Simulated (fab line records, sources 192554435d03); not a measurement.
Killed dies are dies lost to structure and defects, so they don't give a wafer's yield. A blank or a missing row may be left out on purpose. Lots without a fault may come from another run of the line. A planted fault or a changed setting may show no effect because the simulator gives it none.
Split-lot experiment | flow n5_finfet | 7 lots, 21 wafers read, on a route of 1938 steps

THE SPLIT
At N5_BEOL_M11_TRENCH_ETCH_37 (etches SiCOH lowk in C4F6/O2, target depth 148.83 nm, time 48 s), the setting time_s was moved away from the recipe's 48 s on 8 of the 21 wafers read, by -15.2% to +18.2%. The other wafers ran this setting at the recipe's value.

FROM THE SPLIT TO THE READING: what the file shows between them, 2 steps
- N5_BEOL_M11_ETCH_41: etches SiCN in CH3F/O2, target depth 42.6 nm, time 86 s
- N5_BEOL_M11_STRIP_77: strips in N2/H2, time 10 s

THE READING
trench_depth_nm, in nm, at N5_BEOL_M11_OCD_MEAS_38. Fault-free wafers of this fab line usually give 149.2 nm, standard deviation 3 nm.

wafer  | tool, chamber at the split | time_s as run, s | against the recipe | trench_depth_nm, nm | against lot-mates on the recipe
L076.2 | rie_diel-01, 0             | 48               | recipe             | 153.0               | -
L076.3 | rie_diel-01, 3             | 53.65            | +11.8%             | 160.5               | +9.8
L076.4 | rie_diel-01, 1             | 48               | recipe             | 148.3               | -
L074.1 | rie_diel-06, 2             | 56.74            | +18.2%             | 178.9               | +31.9
L074.3 | rie_diel-06, 0             | 48               | recipe             | 147.0               | -
L074.6 | rie_diel-06, 0             | 56.74            | +18.2%             | 172.5               | +25.5
L078.4 | rie_diel-03, 2             | 48               | recipe             | 155.6               | -
L078.5 | rie_diel-03, 1             | 48               | recipe             | 147.9               | -
L078.6 | rie_diel-03, 0             | 42.36            | -11.8%             | 135.5               | -16.2
L082.2 | rie_diel-03, 3             | 48               | recipe             | 148.7               | -
L082.4 | rie_diel-03, 0             | 48               | recipe             | 150.4               | -
L082.6 | rie_diel-03, 0             | 53.97            | +12.4%             | 170.0               | +20.4
L085.3 | rie_diel-06, 0             | 48               | recipe             | 144.9               | -
L085.4 | rie_diel-06, 3,2           | 48               | recipe             | 149.0               | -
L085.5 | rie_diel-06, 3,2           | 48               | recipe             | 147.7               | -
L084.2 | rie_diel-03, 0             | 48               | recipe             | 151.2               | -
L084.4 | rie_diel-03, 2             | 48               | recipe             | 152.8               | -
L084.6 | rie_diel-03, 2             | 48               | recipe             | 154.0               | -
L093.1 | rie_diel-06, 0             | 40.68            | -15.2%             | 123.7               | no lot-mate on the recipe
L093.4 | rie_diel-06, 1             | 40.68            | -15.2%             | 127.7               | no lot-mate on the recipe
L093.6 | rie_diel-06, 1             | 40.68            | -15.2%             | 129.7               | no lot-mate on the recipe
Where a row lists several chambers, the file gives one row for several wafers and doesn't say which wafer went through which chamber.

THE FIT
A straight line over all 21 wafers: trench_depth_nm changes by +1.41 nm for each +1% of time_s; r = +0.97; the points scatter about the line by 3.3 nm.
The same after taking each lot's own level away (the mean of its wafers on the recipe; 18 wafers): +1.47 nm for each +1%; r = +0.97; scatter 3 nm.
On that fit, the largest move of time_s shifts the reading by 27 nm.
The lots' own levels span 147.00 to 152.67 nm, that is 1.9 times the standard deviation above.
So the lot-to-lot level changes the slope little: the two slopes agree.
Check: with one of the wafers moved furthest among these (+18.2%) left out of the fit, the line predicts +24.4 nm for it against its lot-mates. It came out at +31.9 nm against them.

OTHER SPLITS ON THESE WAFERS
These wafers also went through other splits before the reading. Each is held against what the fit with the lots' levels taken away leaves over:
other split on the same wafers      | wafers away from the commonest value | r with trench_depth_nm (lot level and that fit taken away)
N5_BEOL_M10_ILD_DEP_00 time_s       | 10                                   | -0.39
N5_BEOL_M10_COAT_59 spin_rpm        | 8                                    | -0.28
N5_BEOL_M10_VIA_ETCH_34 time_s      | 6                                    | +0.08
N5_BEOL_M10_TRENCH_ETCH_37 source_w | 6                                    | -0.29

THE WHOLE CHAIN: every reading that the file lists as answering this split, in the file's order
step                       | what it does                                                    | reading                                                                    | change (the file's fit)              | r (the file's)
N5_BEOL_M11_TRENCH_ETCH_37 | etches SiCOH lowk in C4F6/O2, target depth 148.83 nm, time 48 s | BEOL_M11.feature_depth_nm (the simulator's own value, which no gauge read) | +1.42 nm for each +1% of the setting | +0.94
N5_BEOL_M11_TRENCH_ETCH_37 | etches SiCOH lowk in C4F6/O2, target depth 148.83 nm, time 48 s | etch.depth_nm (the simulator's own value, which no gauge read)             | +1.42 nm for each +1% of the setting | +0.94
N5_BEOL_M11_OCD_MEAS_38    |                                                                 | trench_depth_nm                                                            | +1.42 nm for each +1% of the setting | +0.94

THE FILE'S OWN FIT
trench_depth_nm changes by +1.42 nm for each +1% of time_s, r = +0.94.
